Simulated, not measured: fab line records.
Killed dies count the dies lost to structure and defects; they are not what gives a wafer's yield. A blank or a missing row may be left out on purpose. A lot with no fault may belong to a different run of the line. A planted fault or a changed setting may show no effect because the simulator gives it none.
Matching of chambers	flow n5 finfet	N5_BEOL_M4_STRIP_36 on rie diel-03: 4 sister chambers
The step strips in N2/H2. 8 wafers are shown with their chamber, then 11 later ones without.

== EACH WAFER AND ITS CHAMBER ==
wafer	chamber	drypump motor current A (A)	showerhead plenum p Torr (Torr)
L082.1	2	5.4	2.60
L091.1	2	5.3	2.59
L091.2	3	5.5	2.59
L091.6	0	5.8	2.49
L090.2	0	5.8	2.49
L090.4	1	6.3	2.55
L090.5	3	5.5	2.59
L092.1	1	6.4	2.55

== WAFERS WHOSE CHAMBER IS MISSING ==
wafer	drypump motor current A (A)	showerhead plenum p Torr (Torr)
L092.4	5.3	2.59
L092.6	5.5	2.58
L093.1	5.8	2.49
L093.3	5.3	2.59
L093.4	6.3	2.55
L094.2	5.5	2.58
L094.3	6.4	2.55
L094.5	5.8	2.49
L095.4	5.4	2.59
L095.5	5.8	2.49
L095.6	5.5	2.58

== EACH ONE'S CHAMBER ==
wafer	from the rows above	in truth
L092.4	2	2
L092.6	3	3
L093.1	0	0
L093.3	2	2
L093.4	1	1
L094.2	3	3
L094.3	1	1
L094.5	0	0
L095.4	can't be placed: 2 or 3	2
L095.5	0	0
L095.6	3	3
10 of 11 placed correctly. These rows do not allow placing 1 (true chamber among the candidates in 1). Wrongly placed: 0.
How it was worked out, from the rows above alone: a wafer's distance from a chamber is the root of the sum, over the readings, of the square of ((its reading less the chamber's mean) divided by the reading's scatter). The wafer belongs to the nearest chamber; if the next one is less than 2 further off, it can't be placed. A chamber's mean is the mean of its shown wafers. How the scatter is found: for the shown wafers, subtract from each reading the mean of its chamber, square and add these, divide the total by (wafers less chambers), then take the root.
